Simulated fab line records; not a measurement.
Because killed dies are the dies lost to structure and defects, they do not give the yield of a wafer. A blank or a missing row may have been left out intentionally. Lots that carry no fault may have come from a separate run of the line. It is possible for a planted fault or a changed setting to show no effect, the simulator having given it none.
8D (eight disciplines) problem report, filled in by code | flow n5 finfet | the parts of the form that need people (team, actions taken, sign-off) are left out

== 1. THE ISSUE ==
Wafers without a fault read 28.9 s, standard deviation 0.77; barrier field endpoint s at N5_BEOL_M6_CMP_52 reads a mean of 21.4 s on 3 wafers belonging to 2 lots. Relative to the usual mean, that is a shift of -9.7 standard deviations.
The step: polishes, stops on SiCOH lowk, t overpolish 6.9 s, target thk 80 nm.
The first sign was on wafer L174.2 at day 11 22:08, on cmp-01. The record has a number at this step for 11 wafers belonging to 4 lots. Rule for "out" (also "out of limits"): further than 4 standard deviations from the usual mean. All remaining wafers that have a number are taken as sound.

== 2. WHAT THIS IS AND IS NOT ==
question                    | is                       | is not
which readings at this step | barrier field endpoint s | clearing platen down force psi, motor current A
which lots                  | L174, L183               | L172, L191
which wafers of those lots  | L174.2, L183.1, L183.2   | L174.3, L174.4
read on which tools         | cmp-01                   | cmp-02, cmp-03
when                        | from day 11 22:08        | up to then (5 sound wafers); but 3 sound wafers of L191 came after

== 3. WHAT RULES OUT EACH SUSPECT ==
Counting: if a tool at a process step up to the reading ran every lot that is out, it stays a suspect. Sound lots after the first of them don't rule it out here, since some wafers of a struck lot are sound.
- pecvd-03 at N5_BEOL_M6_PECVD_70 (deposits SiO2 from TEOS/O2, target thk 20 nm, time 22.7 s): kept. It processed each lot that is out (first: L174, day 11 13:40); up to then, its last sound lot is L172 (day 9 02:15).
- cmp-01 at N5_BEOL_M6_CMP_52 (polishes, stops on SiCOH lowk, t overpolish 6.9 s, target thk 80 nm): kept. It ran every lot that is out, first L174 (day 11 22:08). Its own readings are out on those wafers: barrier field endpoint s.
Remaining after the count are pecvd-03 at N5_BEOL_M6_PECVD_70 and cmp-01 at N5_BEOL_M6_CMP_52.

== 4. THE CAUSE (what the simulator had put in) ==
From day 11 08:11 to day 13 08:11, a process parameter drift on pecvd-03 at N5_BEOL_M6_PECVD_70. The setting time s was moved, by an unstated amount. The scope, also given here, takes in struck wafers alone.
Counting left 2 suspects, and this tool is among them.

== 5. THE EFFECT CHAIN, in route order ==
Each row: a reading where the mean over the struck wafers with a number is more than 3 standard deviations away from the usual. Readings are gone through only where the record gives a usual standard deviation; hours: the median, over the lots, of the time from a lot's start at the first step in this table giving one to that lot's start at this step; sigmas: the change measured in usual standard deviations.
hours | step              | reading                  | usual  | on struck wafers | change | sigmas
0     | N5_BEOL_M6_CMP_52 | barrier field endpoint s | 28.9 s | 21.4             | -7.5   | -9.7
Process steps it contains:
- N5_BEOL_M6_CMP_52: polishes, stops on SiCOH lowk, t overpolish 6.9 s, target thk 80 nm.

== 6. WHAT WOULD HAVE CAUGHT IT SOONER ==
In this record no reading fell out of limits until day 11 22:08, 14 hours after the fault had begun at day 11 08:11.
Of the tool readings at N5_BEOL_M6_PECVD_70 for which the record gives a usual standard deviation, none was out on any struck wafer, so an alarm limit of 4 standard deviations on them would not have fired.
Among the 2 lots that are out, L183 began N5_BEOL_M6_PECVD_70 on pecvd-03 after day 11 22:08. Had the tool been put on hold then, it would have been spared.
